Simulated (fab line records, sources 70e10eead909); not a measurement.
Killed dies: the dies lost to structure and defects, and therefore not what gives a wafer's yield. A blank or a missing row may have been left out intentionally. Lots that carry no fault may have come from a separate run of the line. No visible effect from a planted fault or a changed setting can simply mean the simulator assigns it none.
fab line records ; flow nand-harc ; part 2 of 2: steps 13 to 21 of 21
record: lots: 5; wafers: 15; last-day: 33
route steps=1302 shown A_CHANNEL_HOLE_D1@466
lots with no fault: from the same line, run without faults
start-h: the number of hours between the record's first day and the start of the first shown wafer of the lot ; wait-h: hours since the lot's step before ; " the same as in the row above ; L1.1+2: one row covering several wafers at once ; - value missing, or start not given ; * or withheld: withheld ; < > ~ a bound
route shown NAME@n: NAME is a module with steps in the file, n the number in the route of the first one ; usual: mean/standard deviation of fault-free wafers ; same: alike in all rows ; chamber/n: place in a boat ; sites: each site's reading ; _std_site: standard deviation across them ; _edge_site: mean of outer sites minus mean of inner sites ; radius-mm: for every site, how far away it sits from the centre of the wafer ; mask NAME#n: copy n ; behind: the tool/chamber that last shaped the wafer ; hold: why the lot went on hold/how many hours it stayed there/how the hold came to an end ; device: the transistor (n, p or np) that didn't switch ; end of line: the tests these same wafers got at the end of their route ; step lacking rows: just its recipe ; killed: dies that structure and defects cost at the first sort, which is not the same as the wafer's yield ; map: a wafer's dies, x killed, . not, _ none there
set.NAME: the setting that was run; set.NAME@STEP: the one run at that earlier step ; model.NAME: the simulator's own value behind a step, which no gauge read
a table for each step, a row for each wafer; lots at some steps of the route
services: from which hour (start-h, from the record's first day; less than 0 if before it) a tool's chamber was out of use, for how many hours, and why
== steps ==
step: NHARC_A_CHANNEL_HOLE_D1_ETCH_26
recipe: bias-v: 300; source-w: 2000; pressure-mtorr: 30; time-s: 224.1; ar-flow-sccm: 375; c4f8-flow-sccm: 11.4; o2-flow-sccm: 113.6; temp-c: -20; target-depth-a: 3000; chemistry: C4F8/O2/Ar
usual: drypump-motor-current-A: 5.8/0.57; mfc-ar-sccm: 375.2/1.1; showerhead-plenum-p-Torr: 3.71/0.15; throttle-valve-pct: 24.585/0.0088
same: time-s: 224.1
lot.wafer;tool;chamber;start-h;wait-h;drypump-motor-current-A;mfc-ar-sccm;rf-hours-counter-h;showerhead-plenum-p-Torr;throttle-valve-pct
L082.2;har-etch-02;0;266.79;0.7;5.9;375.2;350;3.68;24.590
L082.6;har-etch-02;0;266.79;0.7;5.9;376.0;-;3.68;24.581
L082.5;har-etch-02;1;266.79;0.7;6.8;373.4;-;3.42;24.581
L083.1;har-etch-01;0;270.61;0.6;5.4;376.2;137;3.60;24.589
L083.4;har-etch-01;1;270.61;0.6;5.3;375.4;-;3.75;24.584
L083.3;har-etch-01;0;270.61;0.6;5.4;376.4;-;3.60;24.587
L089.2;har-etch-02;1;336.21;0.7;6.8;375.3;373;3.98;24.580
L089.1;har-etch-02;0;336.21;0.7;5.9;375.5;389;3.66;24.574
L089.5;har-etch-02;1;336.21;0.7;6.8;374.7;-;3.98;24.597
L093.1;har-etch-01;1;383.23;0.7;5.3;374.1;202;3.71;24.582
L093.2;har-etch-01;0;383.23;0.7;5.3;374.8;202;3.57;24.581
L093.3;har-etch-01;0;383.23;0.7;5.4;376.4;-;3.57;24.585
L096.1;har-etch-01;1;408.19;0.7;5.3;377.2;221;3.70;24.560
L096.2;har-etch-01;0;408.19;0.7;5.3;374.9;221;3.56;24.593
L096.3;har-etch-01;1;408.19;0.7;5.3;375.9;-;3.70;24.586
step: NHARC_A_CHANNEL_HOLE_D1_ETCH_33
recipe: bias-v: 400; source-w: 2000; pressure-mtorr: 25; time-s: 90; ar-flow-sccm: 375; c4f8-flow-sccm: 41.7; o2-flow-sccm: 83.3; temp-c: -20; target-depth-a: 4000; chemistry: C4F8/O2/Ar
usual: drypump-motor-current-A: 5.8/0.56; mfc-ar-sccm: 374.9/1.2; showerhead-plenum-p-Torr: 3.70/0.14; throttle-valve-pct: 27.619/0.0083
same: time-s: 90
lot.wafer;tool;chamber;start-h;wait-h;drypump-motor-current-A;mfc-ar-sccm;rf-hours-counter-h;showerhead-plenum-p-Torr;throttle-valve-pct
L082.2;har-etch-02;0;266.99;0.2;5.9;373.3;351;3.68;27.635
L082.6;har-etch-02;0;266.99;0.2;5.9;373.8;-;3.68;27.621
L082.5;har-etch-02;1;266.99;0.2;6.8;374.7;-;3.42;27.625
L083.1;har-etch-01;0;270.81;0.2;5.4;375.3;138;3.60;27.605
L083.4;har-etch-01;1;270.81;0.2;5.3;375.0;-;3.74;27.607
L083.3;har-etch-01;0;270.81;0.2;5.4;374.4;-;3.60;27.621
L089.2;har-etch-02;1;336.41;0.2;6.8;374.7;373;3.97;27.624
L089.1;har-etch-02;0;336.41;0.2;5.9;375.5;389;3.66;27.622
L089.5;har-etch-02;1;336.41;0.2;6.8;376.4;-;3.97;27.624
L093.1;har-etch-01;1;383.43;0.2;5.3;373.2;202;3.71;27.609
L093.2;har-etch-01;0;383.43;0.2;5.4;374.4;202;3.57;27.614
L093.3;har-etch-01;0;383.43;0.2;5.4;375.6;-;3.57;27.617
L096.1;har-etch-01;1;408.39;0.2;5.3;374.1;221;3.70;27.615
L096.2;har-etch-01;0;408.39;0.2;5.4;372.9;221;3.55;27.613
L096.3;har-etch-01;1;408.39;0.2;5.3;374.9;-;3.70;27.616
step: NHARC_A_CHANNEL_HOLE_D1_STRIP_41
recipe: n2-flow-sccm: 150; h2-flow-sccm: 150; ar-flow-sccm: 0; bias-w: 0; chemistry: N2/H2
lot.wafer;tool;chamber;start-h;wait-h
L082.2+6+5;rie-diel-06;3,0,1;267.55;0.5
L083.4+3+1;rie-diel-06;2,3,0;271.31;0.4
L089.1+2+5;rie-diel-06;1,2,1;336.94;0.5
L093.1+3+2;rie-diel-06;3,0,2;383.95;0.5
L096.1+3+2;rie-diel-06;2,3,1;408.92;0.5
step: NHARC_A_CHANNEL_HOLE_D1_STRIP_42
recipe: cf4-flow-sccm: 100; chf3-flow-sccm: 30; ar-flow-sccm: 0; bias-w: 0; chemistry: CF4/CHF3
lot.wafer;tool;chamber;start-h;wait-h
L082.2+5+6;rie-diel-06;1,3,0;267.62;0.1
L083.1+3+4;rie-diel-06;2,3,0;271.40;0.1
L089.2+1+5;rie-diel-06;2,0,2;337.04;0.1
L093.2+1+3;rie-diel-06;3,0,1;384.05;0.1
L096.2+1+3;rie-diel-06;0,1,3;409.02;0.1
step: NHARC_A_CHANNEL_HOLE_D1_STRIP_43
recipe: o2-flow-sccm: 400; cos-flow-sccm: 20; ar-flow-sccm: 0; bias-w: 0; chemistry: O2/COS
lot.wafer;tool;chamber;start-h;wait-h
L082.2+5+6;rie-diel-06;0,3,0;267.68;0.1
L083.1+3+4;rie-diel-06;1,2,3;271.46;0.1
L089.2+1+5;rie-diel-06;1,2,0;337.10;0.1
L093.2+3+1;rie-diel-06;0,1,3;384.13;0.1
L096.3+1+2;rie-diel-06;2,3,0;409.08;0.0
step: NHARC_A_CHANNEL_HOLE_D1_ETCH_44
recipe: target-depth-a: 1400; overetch-a: 140; time-s: 77; ion-energy-ev: 100; cf4-flow-sccm: 80; o2-flow-sccm: 20; ar-flow-sccm: 0; rf-w: 300; bias-w: 100; chemistry: CF4/O2
usual: drypump-motor-current-A: 5.7/0.42; mfc-ar-sccm: 0.007/0.0074; oes_f_703_au: 1.000/0.0044; oes-product-au: 1.002/0.0095; rf-vpp-V: 197.5/1.5; showerhead-plenum-p-Torr: 1.31/0.065; throttle-valve-pct: 13.398/0.0088
same: time-s: 77
lot.wafer;tool;chamber;start-h;wait-h;drypump-motor-current-A;mfc-ar-sccm;oes_f_703_au;oes-product-au;rf-hours-counter-h;rf-vpp-V;showerhead-plenum-p-Torr;throttle-valve-pct
L082.2;rie-diel-06;0;267.74;0.1;6.3;0;1.000;0.998;10;196.4;1.24;13.390
L082.5;rie-diel-06;3;267.74;0.1;5.2;0;0.997;1.011;-;198.5;1.34;13.390
L082.6;rie-diel-06;0;267.74;0.1;6.4;0;1.001;0.994;-;196.3;1.24;13.395
L083.3;rie-diel-06;3;271.52;0.1;5.3;0;0.994;1.003;10;197.8;1.34;13.396
L083.1;rie-diel-06;0;271.52;0.1;6.4;0;0.998;0.975;11;195.3;1.24;13.397
L083.4;rie-diel-06;2;271.52;0.1;5.8;0.013;0.999;1.010;12;199.0;1.42;13.390
L089.1;rie-diel-06;0;337.16;0.1;6.3;0;0.996;1.002;2;197.7;1.24;13.420
L089.2;rie-diel-06;3;337.16;0.1;5.2;0;1.006;1.009;2;197.0;1.34;13.395
L089.5;rie-diel-06;1;337.16;0.1;5.6;0.019;0.998;0.999;-;196.5;1.24;13.396
L093.2;rie-diel-06;3;384.20;0.1;5.3;0;0.999;1.009;6;197.7;1.34;13.392
L093.1;rie-diel-06;1;384.20;0.1;5.6;0.019;0.997;0.999;6;195.9;1.24;13.392
L093.3;rie-diel-06;2;384.20;0.1;5.8;0.013;1.001;0.998;6;200.5;1.41;13.389
L096.3;rie-diel-06;1;409.15;0.1;5.5;0.019;0.996;0.997;9;196.0;1.24;13.416
L096.1;rie-diel-06;2;409.15;0.1;5.8;0.013;0.996;0.999;9;198.7;1.41;13.388
L096.2;rie-diel-06;3;409.15;0.1;5.2;0;0.995;1.025;8;198.1;1.34;13.398
step: NHARC_A_CHANNEL_HOLE_D1_STRIP_27
recipe: o2-flow-sccm: 500; ar-flow-sccm: 0; bias-w: 0; chemistry: O2
usual: drypump-motor-current-A: 5.7/0.4; mfc-ar-sccm: 0.007/0.0074; oes-product-au: 1.004/0.0096; rf-vpp-V: 57.7/1; showerhead-plenum-p-Torr: 3.50/0.17; throttle-valve-pct: 17.036/0.01
lot.wafer;tool;chamber;start-h;wait-h;drypump-motor-current-A;mfc-ar-sccm;oes-product-au;rf-hours-counter-h;rf-vpp-V;showerhead-plenum-p-Torr;throttle-valve-pct
L082.2;rie-diel-06;2;-;-;5.8;0.013;1.003;12;58.2;3.73;17.026
L082.5;rie-diel-06;0;-;-;6.4;0;1.002;-;56.6;3.30;17.022
L082.6;rie-diel-06;1;-;-;5.6;0.019;1.003;-;56.9;3.29;17.034
L083.3;rie-diel-06;1;-;-;5.5;0.019;1.014;12;58.4;3.29;17.053
L083.1;rie-diel-06;3;-;-;5.3;0;1.017;10;56.8;3.55;17.058
L083.4;rie-diel-06;0;-;-;6.4;0;1.004;11;58.6;3.30;17.044
L089.2;rie-diel-06;2;-;-;5.8;0.013;0.998;2;59.1;3.73;17.034
L089.1;rie-diel-06;0;-;-;6.4;0;0.999;2;57.0;3.30;17.044
L089.5;rie-diel-06;2;-;-;5.8;0.013;1.015;-;59.3;3.73;17.026
L093.2;rie-diel-06;1;-;-;5.6;0.019;1.000;7;56.2;3.29;17.029
L093.1;rie-diel-06;2;-;-;5.8;0.013;1.005;6;57.6;3.72;17.029
L093.3;rie-diel-06;3;-;-;5.3;0;1.010;6;57.5;3.54;17.038
L096.2;rie-diel-06;1;-;-;5.6;0.019;0.996;9;57.1;3.28;17.058
L096.1;rie-diel-06;2;-;-;5.8;0.013;1.006;9;59.8;3.72;17.050
L096.3;rie-diel-06;3;-;-;5.3;0;1.017;8;58.9;3.54;17.037
step: NHARC_A_CHANNEL_HOLE_D1_PRECLEAN_28
recipe: time-s: *; temp-c: 50; bath-age-min: 0; chemistry: SC1
usual: bath-heat-duty-pct: 7.2/0.81; diw-flow-mL-min: 1415/4.3
same: bath-age-min: 0; time-s: *
lot.wafer;tool;chamber;start-h;wait-h;bath-heat-duty-pct;diw-flow-mL-min
L082.5;wet-bench-01;6;268.39;-;6.6;1407
L082.2;wet-bench-01;0;268.39;-;7.2;1410
L082.6;wet-bench-01;2;268.39;-;7.2;1415
L083.4;wet-bench-01;6;272.17;-;6.8;1417
L083.1;wet-bench-01;1;272.17;-;6.9;1411
L083.3;wet-bench-01;3;272.17;-;6.7;1414
L089.1;wet-bench-07;2;337.81;-;7.2;1415
L089.5;wet-bench-07;3;337.81;-;7.7;1411
L089.2;wet-bench-07;4;337.81;-;6.7;1418
L093.3;wet-bench-06;2;385.07;-;6.3;1414
L093.2;wet-bench-06;3;385.07;-;5.9;1418
L093.1;wet-bench-06;6;385.07;-;7.0;1416
L096.3;wet-bench-07;5;409.80;-;7.2;1415
L096.2;wet-bench-07;0;409.80;-;6.7;1416
L096.1;wet-bench-07;1;409.80;-;6.8;1409
step: NHARC_A_CHANNEL_HOLE_D1_SRD_29
lot.wafer;tool;chamber;start-h;wait-h
L082.5+2+6;wet-bench-01;6,0,2;-;-
L083.4+1+3;wet-bench-01;6,1,3;-;-
L089.1+5+2;wet-bench-07;2,3,4;337.88;0.1
L093.3+2+1;wet-bench-06;2,3,6;-;-
L096.3+2+1;wet-bench-07;5,0,1;-;-
== services ==
tool;chamber;start-h;hours;kind
rie-diel-06;0;237.21;-;clean
rie-diel-06;1;237.21;-;clean
rie-diel-06;2;237.21;-;clean
rie-diel-06;3;237.21;-;clean
wet-bench-07;-;239.67;0.8;repair
rie-diel-06;0;261.71;-;clean
rie-diel-06;1;261.71;-;clean
rie-diel-06;2;261.71;-;clean
rie-diel-06;3;261.71;-;clean
wet-bench-01;-;277.60;8.0;pm
rie-diel-06;0;286.21;-;clean
rie-diel-06;1;286.21;-;clean
rie-diel-06;2;286.21;-;clean
wet-bench-01;-;304.72;0.9;repair
rie-diel-06;-;307.20;9.0;pm
rie-diel-13;0;330.56;4.9;repair
wet-bench-07;-;338.51;8.0;pm
rie-diel-13;-;343.85;9.0;pm
rie-diel-13;3;356.68;15.5;repair
rie-diel-06;1;367.21;3.6;repair
wet-bench-06;-;369.62;8.0;pm
rie-diel-13;2;374.87;1.9;repair
har-etch-02;-;377.00;17.0;pm
rie-diel-06;1;391.73;7.9;repair
